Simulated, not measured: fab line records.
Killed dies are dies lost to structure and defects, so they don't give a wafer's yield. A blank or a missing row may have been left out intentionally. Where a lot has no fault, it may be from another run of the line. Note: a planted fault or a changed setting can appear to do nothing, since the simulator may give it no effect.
A lot that was struck, set against a sound lot :: flow nand_harc :: 11 out of 1159 route steps
Sound: the wafers L770.2, L770.3, L770.4. Wafers struck: L767.1, L767.4. Last of all comes the cause.
Each step with rows lists, per side, the tool, then ch with its chambers, then its first start. Under that, the readings that differ: sound wafers :: struck wafers :: difference of the means :: sigmas: that difference in standard deviations of wafers without a fault.
alike: words and numbers the same on both sides, and readings whose means are apart by under 2 such deviations; not compared: readings that were withheld, readings missing a value for some wafer, numbers with overlapping values and no deviation given by the record, and bounds like >300 which may hide the same value.
A row with sigmas, a row that says differs or no value, or rows on one side alone: a step with any of these is where the two part. Non-overlapping numbers with no deviation appear without sigmas and do not part them. Lack of a reading on every wafer of one side parts them only where that side has two or more wafers.

NHARC_P_START_INSPECT_01:
  sound: defect_inspect-02 at day 7 00:02; struck: defect_inspect-01 at day 6 06:02
  alike: raw_defect_count
then, 7 steps without rows for these wafers: NHARC_P_ZERO_WELL_PRECLEAN_00 (cleans in SPM, time 600 s); NHARC_P_ZERO_WELL_SRD_01; NHARC_P_ZERO_WELL_PECVD_02 (deposits SiO2, target thk 10 nm); NHARC_P_ZERO_WELL_DEHYDRATE_03 (time 120 s); NHARC_P_ZERO_WELL_HMDS_04 (time 30 s); NHARC_P_ZERO_WELL_COAT_64 (time 65 s); NHARC_P_ZERO_WELL_COAT_05 (resist thk 600 nm).
NHARC_P_ZERO_WELL_SOFTBAKE_06: time 70 s.
  sound on litho_track-05 ch 0, day 7 00:00; struck on litho_track-02 ch 0, day 6 06:00
reading: heater_power_total_W (W)
sound: 200.0 199.6 201.8
struck: 226.6 226.6
difference: +26.1
sigmas: +20
  alike: exhaust_pa
after that, 1 step had no rows for these wafers: NHARC_P_ZERO_WELL_EBR_07.
-- the record jumps here: 19 days lie between the struck wafers' starts before and after (it left off in module P_ZERO_WELL and takes up again in module END, whose first step shown is number 1159 of the route) --
NHARC_END_SORT_01:
  only the struck wafers appear in the record here, on prober-02 ch 0 at day 25 01:24; the sound ones have no rows

== WHERE THEY PART ==
Last at NHARC_END_SORT_01 as far as this record goes, first at NHARC_P_ZERO_WELL_SOFTBAKE_06.

WHY: the cause the simulator had injected
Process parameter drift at NHARC_P_ZERO_WELL_SOFTBAKE_06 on litho_track-02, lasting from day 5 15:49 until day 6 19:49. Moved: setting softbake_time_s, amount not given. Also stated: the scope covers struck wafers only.
